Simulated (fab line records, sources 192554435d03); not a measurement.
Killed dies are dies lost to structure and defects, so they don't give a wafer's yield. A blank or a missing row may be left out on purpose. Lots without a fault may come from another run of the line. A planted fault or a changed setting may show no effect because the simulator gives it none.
Split-lot experiment | flow n5_finfet | 7 lots, 21 wafers read, on a route of 1938 steps

THE SPLIT
At N5_ZERO_LAYER_EXPOSE_08 (exposes mask ZERO, defocus 0 nm, target cd 2000 nm), the setting dose_mj was moved away from the recipe's 16.2 on 9 of the 21 wafers read, by -4.9% to +7.3%. The other wafers ran this setting at the recipe's value.

FROM THE SPLIT TO THE READING: what the file shows between them, 2 steps
- N5_ZERO_LAYER_DEVELOP_10: develop time 60 s (also split here: develop_time_s)
- N5_ZERO_LAYER_HARDBAKE_23: time 120 s

THE READING
cd_nm, in nm, at N5_ZERO_LAYER_CD_MEAS_11 (target cd 2000 nm). Fault-free wafers of this fab line usually give 2001.7 nm, standard deviation 2.3 nm.

wafer  | tool, chamber at the split | dose_mj as run | against the recipe | cd_nm, nm | against lot-mates on the recipe
L074.2 | krf_scanner-02, 0          | 16.2           | recipe             | 2003.1    | -
L074.3 | krf_scanner-02, 0          | 16.2           | recipe             | 2009.7    | -
L074.6 | krf_scanner-02, 0          | 16.2           | recipe             | 2004.6    | -
L076.1 | krf_scanner-02, 0          | 17.13          | +5.7%              | 2013.7    | +11.8
L076.4 | krf_scanner-02, 0          | 17.13          | +5.7%              | 2011.3    | +9.4
L076.6 | krf_scanner-02, 0          | 16.2           | recipe             | 2001.9    | -
L077.1 | krf_scanner-02, 0          | 16.2           | recipe             | 2000.2    | -
L077.4 | krf_scanner-02, 0          | 15.4           | -4.9%              | 1994.3    | -6.5
L077.5 | krf_scanner-02, 0          | 16.2           | recipe             | 2001.5    | -
L081.1 | krf_scanner-02, 0          | 15.6           | -3.7%              | 1995.8    | -6.9
L081.3 | krf_scanner-02, 0          | 16.2           | recipe             | 2002.7    | -
L081.5 | krf_scanner-02, 0          | 15.6           | -3.7%              | 1994.5    | -8.2
L082.2 | krf_scanner-02, 0          | 16.2           | recipe             | 1999.7    | -
L082.4 | krf_scanner-02, 0          | 16.2           | recipe             | 2002.0    | -
L082.5 | krf_scanner-02, 0          | 17.38          | +7.3%              | 2017.0    | +16.2
L089.1 | krf_scanner-01, 0          | 16.2           | recipe             | 2000.3    | -
L089.2 | krf_scanner-01, 0          | 16.79          | +3.6%              | 2004.4    | +3.2
L089.3 | krf_scanner-01, 0          | 16.2           | recipe             | 2002.0    | -
L090.2 | krf_scanner-02, 0          | 15.51          | -4.3%              | 1995.2    | -12.0
L090.3 | krf_scanner-02, 0          | 16.2           | recipe             | 2007.2    | -
L090.5 | krf_scanner-02, 0          | 15.51          | -4.3%              | 1993.0    | -14.2

THE FIT
A straight line over all 21 wafers: cd_nm changes by +1.79 nm for each +1% of dose_mj; r = +0.92; the points scatter about the line by 2.6 nm.
The same after taking each lot's own level away (the mean of its wafers on the recipe; 21 wafers): +2.05 nm for each +1%; r = +0.95; scatter 2.3 nm.
On that fit, the largest move of dose_mj shifts the reading by 15 nm.
The lots' own levels span 2000.85 to 2007.20 nm, that is 2.8 times the standard deviation above.
So the lot-to-lot level changes the slope: the two fits differ.
Check: with one of the wafers moved furthest among these (+7.3%) left out of the fit, the line predicts +13.8 nm for it against its lot-mates. It came out at +16.2 nm against them.

OTHER SPLITS ON THESE WAFERS
These wafers also went through other splits before the reading. Each is held against what the fit with the lots' levels taken away leaves over:
other split on the same wafers          | wafers away from the commonest value | r with cd_nm (lot level and that fit taken away)
N5_ZERO_LAYER_DEVELOP_10 develop_time_s | 10                                   | +0.10

THE WHOLE CHAIN: every reading that the file lists as answering this split, in the file's order
step                     | what it does             | reading                                                           | change (the file's fit)              | r (the file's)
N5_ZERO_LAYER_CD_MEAS_11 | target cd 2000 nm        | cd_nm                                                             | +1.97 nm for each +1% of the setting | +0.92
N5_ZERO_LAYER_DESCUM_16  | chemistry O2, time 7.9 s | ZERO_LAYER.cd_nm (the simulator's own value, which no gauge read) | +1.99 nm for each +1% of the setting | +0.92

THE FILE'S OWN FIT
cd_nm changes by +1.97 nm for each +1% of dose_mj, r = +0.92.
